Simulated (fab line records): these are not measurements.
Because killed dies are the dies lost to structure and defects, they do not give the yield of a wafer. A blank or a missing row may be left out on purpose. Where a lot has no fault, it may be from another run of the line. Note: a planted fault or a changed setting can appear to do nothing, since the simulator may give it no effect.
Chamber matching    flow n5 finfet    3 sister chambers for N5_BEOL_M1_DEP_57 on pecvd-03
The step deposits SiCN from 3MS/NH3, target thk 8 nm, time 14 s. 16 wafers are shown with their chamber, then 8 later ones without.

== WAFERS WITH THEIR CHAMBER ==
wafer   chamber  showerhead plenum p Torr (Torr)  throttle valve pct (%)
L075.1  1        3.679                            9.1
L075.3  2        3.667                            8.7
L075.5  1        3.669                            8.7
L076.1  1        3.677                            9.2
L076.4  1        3.684                            8.8
L076.6  2        3.673                            8.7
L079.1  2        3.679                            9.1
L079.2  1        3.672                            9.0
L079.5  2        3.668                            8.9
L081.2  1        3.673                            8.8
L081.4  1        3.684                            9.1
L081.5  0        3.654                            9.3
L085.1  1        3.671                            9.5
L085.4  1        3.677                            9.2
L085.5  2        3.666                            8.9
L087.1  0        3.650                            9.5

SIGNATURES (averages over the wafers above)
reading                   chamber 0  chamber 1  chamber 2  scatter within a chamber
showerhead plenum p Torr  3.65200    3.67622    3.67060    0.00528
throttle valve pct        9.400      9.044      8.860      0.221
Rule: for each reading, subtract the chamber's mean from the wafer's reading, divide by that reading's scatter and square the result; add these up over the readings and take the root, which gives the wafer's distance from the chamber. The wafer belongs to the nearest chamber; if the next one is less than 2 further off, it can't be placed. How the scatter is found: for the shown wafers, subtract from each reading the mean of its chamber, square and add these, divide the total by (wafers less chambers), then take the root.

== WAFERS WHOSE CHAMBER IS MISSING ==
wafer   showerhead plenum p Torr (Torr)  throttle valve pct (%)
L087.3  3.669                            8.7
L087.5  3.656                            9.1
L092.1  3.653                            9.2
L092.2  3.687                            8.9
L092.5  3.658                            9.5
L095.1  3.673                            9.0
L095.4  3.674                            8.8
L095.5  3.658                            9.1

== WHICH CHAMBER EACH WENT THROUGH ==
wafer   from the rows above           in truth
L087.3  can't be placed: 2 or 1       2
L087.5  can't be placed: 0 or 2       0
L092.1  0                             0
L092.2  can't be placed: 1 or 2       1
L092.5  0                             0
L095.1  can't be placed: 1 or 2       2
L095.4  can't be placed: 2 or 1       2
L095.5  can't be placed: 0 or 2 or 1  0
Correctly placed: 2 of 8. Unplaceable from these rows: 6, with the true chamber sitting among the candidates in 6. Placed wrongly: 0.
